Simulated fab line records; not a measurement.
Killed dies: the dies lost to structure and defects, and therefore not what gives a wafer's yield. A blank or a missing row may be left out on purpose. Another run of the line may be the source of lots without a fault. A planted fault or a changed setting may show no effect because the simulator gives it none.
Which of the tools did it? | flow nand-harc | 11 lots with 33 wafers sampled at 2 steps, on a route of 1159 steps

WHAT EACH GAUGE READ, for each wafer
NHARC_P_BONDPAD_CD_MEAS_09 targets a cd of 500 nm.
lot  | measured     | on        | cd-nm (nm)
L414 | day 6 14:33  | cd-sem-01 | 502.7 503.6 499.3
L415 | day 6 21:17  | cd-sem-03 | 504.1 504.1 500.8
L423 | day 8 16:03  | cd-sem-01 | 497.8 498.9 497.9
L424 | day 8 17:14  | cd-sem-03 | 498.9 500.9 497.7
L428 | day 9 11:39  | cd-sem-03 | 502.5 500.4 503.6
L426 | day 9 14:07  | cd-sem-03 | 499.1 498.0 500.7
L431 | day 10 11:34 | cd-sem-03 | 504.4 500.2 505.5
L430 | day 10 12:29 | cd-sem-03 | 502.1 501.8 502.6
L433 | day 11 00:13 | cd-sem-02 | 499.3 499.0 501.5
L434 | day 11 10:33 | cd-sem-03 | 503.3 501.9 500.4
L436 | day 12 06:16 | cd-sem-02 | 495.2 497.0 501.0

TOOL THAT RAN EACH LOT (tool first, then ch and the chambers of the sampled wafers, then the start)
lot  | NHARC_P_BONDPAD_DEP_00
L414 | pecvd-02 ch 1,2, day 6 13:24
L415 | pecvd-02 ch 0,1,2, day 6 20:09
L423 | pecvd-03 ch 0,2, day 8 14:50
L424 | pecvd-01 ch 0,1, day 8 16:02
L428 | pecvd-01 ch 0,2, day 9 10:28
L426 | pecvd-02 ch 0,1,2, day 9 13:04
L431 | pecvd-01 ch 0,1, day 10 11:34 or earlier
L430 | pecvd-01 ch 0,2, day 10 11:15
L433 | pecvd-03 ch 0,1, day 11 00:13 or earlier
L434 | pecvd-02 ch 0,1,2, day 11 09:20
L436 | pecvd-02 ch 0,2, day 12 05:01
- NHARC_P_BONDPAD_DEP_00: deposits SiCN, target thk 250 nm.

THE ANSWER, worked out from the rows above alone
Rule: the lots themselves supply what counts as usual. Put in order of their means at a reading, lots are off if they are a third of the lots or fewer, leave a main group of 4 or more, and stand apart from it by a gap of 3 or more times the standard deviation of the main group's means; of several such gaps the widest counts. The tables above print the reading to a certain number of digits; a main group whose means all agree to those digits is not used. Also off: a lot with no number at a reading for which 4 or more lots have one. Where the step has rows for the other lots, those lots are counted as sound.
Across all readings shown, no lot is off: no conclusion can be drawn from this.

WHAT THE SIMULATOR PUT IN
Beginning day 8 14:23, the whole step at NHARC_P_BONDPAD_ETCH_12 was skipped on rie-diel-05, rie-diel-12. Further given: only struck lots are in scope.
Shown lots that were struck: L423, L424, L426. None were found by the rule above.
